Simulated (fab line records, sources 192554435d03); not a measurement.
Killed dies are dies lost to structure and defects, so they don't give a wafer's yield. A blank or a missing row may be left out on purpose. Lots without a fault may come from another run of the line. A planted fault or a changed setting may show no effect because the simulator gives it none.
Chamber matching | flow n5_finfet | N5_PASSIVATION_PECVD_00 on pecvd-01: 3 sister chambers
The step deposits SiO2 from SiH4/N2O, target thk 200 nm, time 11.2 s. 14 wafers are shown with their chamber, then 7 later ones without.

WAFERS WITH THEIR CHAMBER
wafer  | chamber | throttle_valve_pct (%) | showerhead_plenum_p_Torr (Torr) | heater_power_w (W)
L308.1 | 1       | 54.4                   | 8.14                            | 837
L308.3 | 0       | 54.7                   | 8.16                            | 768
L308.6 | 2       | 49.7                   | 8.01                            | 694
L309.1 | 2       | 49.8                   | 8.00                            | 549
L309.4 | 2       | 49.8                   | 8.03                            | 573
L309.6 | 1       | 54.6                   | 8.15                            | 851
L310.1 | 0       | 54.5                   | 8.15                            | 775
L310.4 | 2       | 49.9                   | 8.01                            | 645
L310.6 | 0       | 54.7                   | 8.14                            | 764
L312.3 | 1       | 54.8                   | 8.15                            | 857
L312.5 | 2       | 49.9                   | 8.01                            | 653
L312.6 | 1       | 54.6                   | 8.12                            | 865
L313.2 | 1       | 54.6                   | 8.15                            | 883
L313.4 | 2       | 50.1                   | 8.02                            | 665

SIGNATURES (means of the wafers above)
reading                  | chamber 0 | chamber 1 | chamber 2 | scatter within a chamber
throttle_valve_pct       | 54.633    | 54.600    | 49.867    | 0.135
showerhead_plenum_p_Torr | 8.1500    | 8.1420    | 8.0133    | 0.0113
heater_power_w           | 769.00    | 858.60    | 629.83    | 39.4
Rule: a wafer's distance from a chamber is the root of the sum, over the readings, of the square of ((its reading less the chamber's mean) divided by the reading's scatter). The wafer belongs to the nearest chamber; if the next one is less than 2 further off, it can't be placed. The scatter: the root of (the sum of the squares of (reading less its chamber's mean) over the shown wafers, divided by (wafers less chambers)).

WAFERS WITHOUT THEIR CHAMBER
wafer  | throttle_valve_pct (%) | showerhead_plenum_p_Torr (Torr) | heater_power_w (W)
L313.6 | 54.9                   | 8.16                            | 706
L324.2 | 50.4                   | 8.00                            | 652
L324.3 | 54.6                   | 8.15                            | 864
L324.6 | 50.2                   | 8.03                            | 669
L325.1 | 50.2                   | 7.99                            | 576
L325.4 | 54.9                   | 8.14                            | 735
L325.5 | 54.6                   | 8.15                            | 755

WHICH CHAMBER EACH WENT THROUGH
wafer  | from the rows above     | in truth
L313.6 | 0                       | 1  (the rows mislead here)
L324.2 | 2                       | 2
L324.3 | can't be placed: 1 or 0 | 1
L324.6 | 2                       | 2
L325.1 | 2                       | 2
L325.4 | can't be placed: 0 or 1 | 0
L325.5 | 0                       | 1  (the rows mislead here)
Placed correctly: 3 of 7. Can't be placed from these rows: 2 (the true chamber is among the candidates in 2). Placed wrongly: 2.
